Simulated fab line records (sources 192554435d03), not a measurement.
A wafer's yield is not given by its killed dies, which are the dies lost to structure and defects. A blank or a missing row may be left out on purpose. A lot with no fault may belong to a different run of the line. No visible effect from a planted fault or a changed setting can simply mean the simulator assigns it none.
A struck lot beside a sound one -- flow n5-finfet -- 41 out of 1938 route steps
Sound: the wafers L828.1, L828.5, L828.6. Struck: wafers L829.2, L829.4 (left out: L829.5, a lot-mate that was not struck); the cause follows at the end.
Order at every step that has rows: each side's tool, ch and its chambers, its first start. Under that, the readings that differ: sound wafers -- struck wafers -- difference of the means -- sigmas: that difference in standard deviations of wafers without a fault.
alike: a reading whose means differ by less than 2 such deviations, as well as words and numbers matching on both sides. not compared: withheld readings; readings where some wafer has no value; bounds like >300 that might hide an equal value; numbers whose values overlap and for which the record gives no deviation.
The two part at a step that has a row with sigmas, a row that says differs or no value, or rows on one side only. When numbers do not overlap yet have no deviation, they are printed without sigmas and do not part them. A reading that every wafer of one side lacks parts them only if that side has two wafers or more.

first, 1 step without rows for these wafers: N5_BEOL_M2_STRIP_97 (strips in N2/H2, time 10 s).
N5_BEOL_M2_OCD_MEAS_38:
  struck on ocd-02, day 8 07:50; sound on ocd-02, day 8 03:57
reading,sound,struck,difference,sigmas
trench-depth-nm (nm),55.9 56.9 56.2,53.4 55.0,-2.1,-2
then, 4 steps without rows for these wafers: N5_BEOL_M2_HM_STRIP_39 (strips TiN in peroxide tin strip, target depth 25 nm, time 158 s); N5_BEOL_M2_SRD_40 (time 30 s); N5_BEOL_M2_PRECLEAN_42 (cleans in residue remover, time 60 s); N5_BEOL_M2_SRD_43 (time 30 s).
N5_BEOL_M2_CD_MEAS_35: target cd 18 nm, target cd y 22.2 nm.
  struck on cd-sem-01, day 8 07:59; sound on cd-sem-03, day 8 04:06
  alike: cd-nm
N5_BEOL_M2_DEGAS_44: time 60 s.
  struck on pvd-sputter-01, day 8 08:41; sound on pvd-sputter-02, day 8 04:10
  alike: heater-power-w
N5_BEOL_M2_PRE_CLEAN_45: time 30 s.
  struck on pvd-sputter-01, day 8 08:43; sound on pvd-sputter-02, day 8 04:12
  alike: heater-power-w
then, 3 steps without rows for these wafers: N5_BEOL_M2_ALD_84 (deposits TaN, pulse time 2 s, purge time 3 s, co reactant purge time 2 s); N5_BEOL_M2_SURFACE_TREAT_85; N5_BEOL_M2_CVD_47 (deposits Co from CCTBA/H2, target thk 3 nm, time 223.8 s).
N5_BEOL_M2_SPUTTER_48: material Cu, target thk 4.5 nm, time 8.29 s.
  struck on pvd-sputter-03, day 8 09:35; sound on pvd-sputter-03, day 8 04:58
  alike: throttle-valve-pct
then, 6 steps without rows for these wafers: N5_BEOL_M2_ANNEAL_49 (time 240 s); N5_BEOL_M2_SPUTTER_79 (material Cu, target thk 4.5 nm, time 8.29 s); N5_BEOL_M2_ANNEAL_80 (time 240 s); N5_BEOL_M2_SPUTTER_81 (material Cu, target thk 4.5 nm, time 8.29 s); N5_BEOL_M2_ANNEAL_82 (time 240 s); N5_BEOL_M2_SPUTTER_86 (material Cu, target thk 4.5 nm, time 8.29 s).
N5_BEOL_M2_ANNEAL_87: time 240 s.
  struck on pvd-sputter-03, day 8 10:19; sound on pvd-sputter-03, day 8 05:42
  alike: heater-power-w
then, 15 steps without rows for these wafers: N5_BEOL_M2_SPUTTER_88 (material Cu, target thk 4.5 nm, time 8.29 s); N5_BEOL_M2_ANNEAL_89 (time 240 s); N5_BEOL_M2_SPUTTER_90 (material Cu, target thk 4.5 nm, time 8.29 s); N5_BEOL_M2_ANNEAL_91 (time 240 s); N5_BEOL_M2_SPUTTER_92 (material Cu, target thk 4.5 nm, time 8.29 s); N5_BEOL_M2_ANNEAL_93 (time 240 s); N5_BEOL_M2_SPUTTER_94 (material Cu, target thk 4.5 nm, time 8.29 s); N5_BEOL_M2_ANNEAL_95 (time 240 s); N5_BEOL_M2_SPUTTER_96 (material Cu, target thk 4.5 nm, time 8.29 s); N5_BEOL_M2_ECD_50 (material Cu, target thk 300 nm); N5_BEOL_M2_ANNEAL_51 (time 90 s); N5_BEOL_M2_CMP_52 (polishes, stops on SiOC, t overpolish 6.8 s, target thk 40 nm); N5_BEOL_M2_PRE_CLEAN_60 (time 15 s); N5_BEOL_M2_CO_CAP_55 (material Co, precursor CCTBA/H2, target thk 2 nm, time 102.1 s); N5_BEOL_M2_PRE_CLEAN_56 (time 15 s).
N5_BEOL_M2_DEP_57: deposits SiCN from 3MS/NH3, target thk 8 nm, time 14 s.
  sound on pecvd-04 ch 0,2, day 8 07:43; struck on pecvd-02 ch 2, day 8 12:20
  alike: rf-fwd-power-W, showerhead-plenum-p-Torr, throttle-valve-pct
  not compared: since-wet-clean-h
N5_BEOL_M2_RS_MEAS_58: uses a four-point probe to measure.
  struck on film-metro-01, day 8 12:24; sound on film-metro-02, day 8 07:47
  alike: M2_RS
then, 1 step without rows for these wafers: N5_BEOL_M3_ILD_DEP_00 (deposits SiOC from DEMS/O2, target thk 79 nm, time 15.3 s).
N5_BEOL_M3_THK_MEAS_01:
  struck on film-metro-01, day 8 12:33; sound on film-metro-01, day 8 07:56
  alike: M3_ILD_THK
N5_BEOL_M3_PECVD_72: deposits SiO2 from TEOS/O2, target thk 16 nm, time 18 s.
  sound on pecvd-02 ch 0,1, day 8 07:58; struck on pecvd-02 ch 0,2, day 8 12:35
  alike: heater-power-w, rf-fwd-power-W, showerhead-plenum-p-Torr, throttle-valve-pct
  not compared: since-wet-clean-h
-- here the record skips 6 days between the struck wafers' starts before and after, leaving off in module BEOL_M3 and picking up in module PASSIVATION (first step shown: number 1936 of the route) --
N5_PASSIVATION_PROBE_49:
  struck on prober-01, day 14 22:02; sound on prober-02, day 13 21:02
reading,sound,struck,difference,sigmas
killed_at_M0_to_M3,29 34 28,72 72,+42,+4
killed-on-rim,22 12 16,28 23,+9,+3
killed-short,53 40 43,26 21,-22,-3
  alike: defect-limited-yield, killed_at_M4_up, killed-at-contacts, killed-at-front-end, killed-at-other, killed-dies, killed-open, sort_bin_4_leakage, sort_bin_5_function, sort_bin_6_memory, sort-n-pass, sort-yield-pct

## WHERE THEY PART
Last at N5_PASSIVATION_PROBE_49 as far as this record goes, first at N5_BEOL_M2_OCD_MEAS_38.

WHY: whatever the simulator had introduced
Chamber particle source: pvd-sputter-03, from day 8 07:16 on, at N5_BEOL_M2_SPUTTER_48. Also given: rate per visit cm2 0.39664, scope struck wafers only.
